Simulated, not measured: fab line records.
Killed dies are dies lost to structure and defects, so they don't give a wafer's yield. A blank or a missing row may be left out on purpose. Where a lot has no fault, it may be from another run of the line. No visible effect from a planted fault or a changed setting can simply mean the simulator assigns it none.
Comparing a struck lot with a sound one | flow n5_finfet | 43 steps out of a route of 1938
Sound: these wafers, L233.1, L233.3, L233.5. Struck: wafer L230.3 (left out: L230.4, a lot-mate that was not struck); the cause follows at the end.
Order at every step that has rows: each side's tool, ch and its chambers, its first start. Under that, the readings that differ: sound wafers | struck wafers | difference of the means | sigmas: that difference in standard deviations of wafers without a fault.
alike: readings whose means differ by less than 2 such deviations, and words and numbers that are the same on both sides. not compared: withheld readings, readings that some wafer has no value for, bounds like >300 that may hide the same value, and numbers for which the record gives no deviation and whose values overlap.
Wherever a step has rows on one side only, a row that says differs or no value, or a row with sigmas, the two part there. When numbers do not overlap yet have no deviation, they are printed without sigmas and do not part them. A reading missing from all wafers of one side parts the sides only when that side holds two or more wafers.

first, 4 steps without rows for these wafers: N5_STI_FIN_REVEAL_ALD_14 (deposits Si3N4, target thk 3 nm); N5_STI_FIN_REVEAL_FCVD_FILL_01 (material SiO2 flowable, target thk 312 nm, time 512.2 s); N5_STI_FIN_REVEAL_DENSIFY_02 (time 1800 s); N5_STI_FIN_REVEAL_CMP_04 (polishes, stops on Si3N4, t overpolish 4 s, target thk 131.83 nm).
N5_STI_FIN_REVEAL_THK_MEAS_05:
  sound: film_metro-01 at day 6 05:22; struck: film_metro-01 at day 5 11:22
  reading     | sound             | struck | difference | sigmas
  thk_nm (nm) | 133.8 132.7 132.6 | 130.7  | -2.3       | -2
following that, these wafers have no rows for 1 step: N5_STI_FIN_REVEAL_DENSIFY_30.
N5_STI_FIN_REVEAL_ETCHBACK_08: etches SiO2 in C4F6/O2, target depth 30.5 nm, time 10.167 s.
  sound on rie_diel-01 ch 2,3, day 6 05:58; struck on rie_diel-06 ch 2, day 5 11:36
  alike: drypump_motor_current_A, oes_product_au, rf_vpp_V, showerhead_plenum_p_Torr, throttle_valve_pct
  not compared: rf_hours_counter_h
N5_STI_FIN_REVEAL_STRIP_24: strips in N2/H2, time 90 s.
  sound on rie_diel-01 ch 2,3, day 6 06:00; struck on rie_diel-06 ch 2, day 5 11:38
  alike: drypump_motor_current_A, oes_product_au, rf_vpp_V, showerhead_plenum_p_Torr, throttle_valve_pct
  not compared: rf_hours_counter_h
then, 4 steps without rows for these wafers: N5_STI_FIN_REVEAL_PRECLEAN_25 (cleans in SPM, time 90 s); N5_STI_FIN_REVEAL_PRECLEAN_26 (cleans in SC1, time 45 s); N5_STI_FIN_REVEAL_PRECLEAN_29 (cleans in DHF, time 30 s); N5_STI_FIN_REVEAL_SRD_12 (time 30 s).
N5_STI_FIN_REVEAL_RECESS_09: chemistry HF/NH3, target SiO2, afs cycles 11, target depth 42.5 nm, sublimation time 60 s.
  sound on vapor_etch-02 ch 1, day 6 06:13; struck on vapor_etch-01 ch 1, day 5 12:23
  alike: drypump_motor_current_A
then, 2 steps without rows for these wafers: N5_STI_FIN_REVEAL_STRIP_16 (strips SiNx in H3PO4, target depth 23.8 nm); N5_STI_FIN_REVEAL_PRECLEAN_17 (cleans in NF3:NH3, afs cycles 1, time 20 s, sublimation time 60 s).
N5_STI_FIN_REVEAL_ETCH_34: etches Si in H2, material Si, target depth 0.97 nm.
  sound on rie_si-06 ch 0,1,3, day 6 08:19; struck on rie_si-06 ch 3, day 5 13:59
  alike: drypump_motor_current_A, oes_product_au, throttle_valve_pct
  not compared: rf_hours_counter_h
N5_STI_FIN_REVEAL_OXIDATION_31: chemistry O2 PLASMA REMOTE, time 20 s.
  sound on plasma_asher-02 ch 0,1, day 6 08:25; struck on plasma_asher-01 ch 0, day 5 14:04
  reading            | sound       | struck | difference | sigmas
  heater_power_w (W) | 128 151 133 | 176    | +39        | +2
  alike: drypump_motor_current_A, o2_flow_sccm, temp_c_max
  not compared: rf_hours_counter_h
then, 6 steps without rows for these wafers: N5_STI_FIN_REVEAL_PRECLEAN_32 (cleans in NF3:NH3, afs cycles 1, time 20 s, sublimation time 60 s); N5_STI_FIN_REVEAL_STRIP_35 (strips Si3N4 in H3PO4, target depth 4 nm, time 39 s); N5_STI_FIN_REVEAL_SRD_21 (time 30 s); N5_STI_FIN_REVEAL_OXIDATION_33 (chemistry O2 PLASMA REMOTE, time 20 s); N5_STI_FIN_REVEAL_CLEAN_19 (cleans in O3/DIW, time 120 s); N5_STI_FIN_REVEAL_SRD_23 (time 30 s).
N5_STI_FIN_REVEAL_CD_MEAS_22: target cd 6.238 nm, pitch 28 nm.
  sound: cd_sem-03 at day 6 08:56; struck: cd_sem-03 at day 5 14:34
  alike: cd_nm
N5_STI_FIN_REVEAL_FIN_H_MEAS_10:
  sound: ocd-01 at day 6 08:58; struck: ocd-01 at day 5 14:35
  reading              | sound          | struck | difference | sigmas
  trench_depth_nm (nm) | 51.6 52.2 51.4 | 58.4   | +6.7       | +8
then, 2 steps without rows for these wafers: N5_STI_FIN_REVEAL_PRECLEAN_18 (cleans in SC2, time 45 s); N5_STI_FIN_REVEAL_SRD_28 (time 30 s).
N5_STI_FIN_REVEAL_INSPECT_13: inspects for defects (darkfield).
  sound: defect_inspect-02 at day 6 09:02; struck: defect_inspect-01 at day 5 14:41
  alike: raw_defect_count
then, 6 steps without rows for these wafers: N5_DUMMY_GATE_PRECLEAN_00 (cleans in O3/DIW, time 60 s); N5_DUMMY_GATE_SRD_01 (time 30 s); N5_DUMMY_GATE_ALD_02 (deposits SiO2, target thk 2 nm, pulse time 1 s); N5_DUMMY_GATE_CVD_03 (deposits a-Si from SiH4, target thk 150 nm, time 8042 s); N5_DUMMY_GATE_PRECLEAN_46 (cleans in DIW, time 89.5 s); N5_DUMMY_GATE_SRD_47 (dry time 32 s).
N5_DUMMY_GATE_CMP_04: polishes a-Si.
  sound on cmp-04 ch 0,1,2, day 6 14:07; struck on cmp-04 ch 3, day 5 18:41
  reading             | sound         | struck | difference | sigmas
  motor_current_A (A) | 11.6 8.3 11.3 | 8.2    | -2.2       | -2
  alike: time_to_endpoint_s
N5_DUMMY_GATE_THK_MEAS_05:
  sound: film_metro-01 at day 6 14:21; struck: film_metro-02 at day 5 18:52
  alike: thk_nm
then, 6 steps without rows for these wafers: N5_DUMMY_GATE_HM_DEP_06 (deposits SiNx from DCS/NH3, target thk 80 nm, time 5141 s); N5_DUMMY_GATE_PECVD_30 (deposits SiO2 from TEOS/O2, target thk 55 nm, time 10.8 s); N5_DUMMY_GATE_COAT_34 (time 60 s, resist thk 60 nm); N5_DUMMY_GATE_COAT_35 (time 60 s, resist thk 10 nm); N5_DUMMY_GATE_COAT_28 (time 60 s, resist thk 10 nm); N5_DUMMY_GATE_COAT_09 (resist thk 30 nm).
-- record jumps: 6 days separate the struck wafers' starts on either side; left off in module DUMMY_GATE, taken up again in module BEOL_M4, whose first shown step is the route's number 1111 --
N5_BEOL_M4_RC_MEAS_101:
  sound on prober-02 ch 0, day 11 14:55; struck on prober-02 ch 0, day 11 10:21
  reading        | sound             | struck | difference | sigmas
  DIBL_N (mV/V)  | 33.2 35.3 34.4    | 37.5   | +3.2       | +2
  DIBL_P (mV/V)  | 33.0 35.4 34.5    | 38.6   | +4.3       | +3
  IOFF_N (nA/um) | 0.127 0.143 0.135 | 0.201  | +0.066     | +3
  IOFF_P (nA/um) | 0.14 0.15 0.15    | 0.24   | +0.09      | +3
  ION_N (uA/um)  | 662 667 663       | 745    | +81        | +7
  ION_P (uA/um)  | 451 451 450       | 499    | +48        | +6
  SS_N (mV/dec)  | 70.4 71.1 71.1    | 72.3   | +1.4       | +3
  VT_N (mV)      | 252.5 251.1 250.8 | 245.3  | -6.2       | -2
  VT_P (mV)      | -257 -258 -258    | -249   | +9         | +2
  alike: SS_P

## WHERE THEY PART
At N5_STI_FIN_REVEAL_THK_MEAS_05 first; at N5_BEOL_M4_RC_MEAS_101 last (within this record only).

WHY: what the simulator had put in
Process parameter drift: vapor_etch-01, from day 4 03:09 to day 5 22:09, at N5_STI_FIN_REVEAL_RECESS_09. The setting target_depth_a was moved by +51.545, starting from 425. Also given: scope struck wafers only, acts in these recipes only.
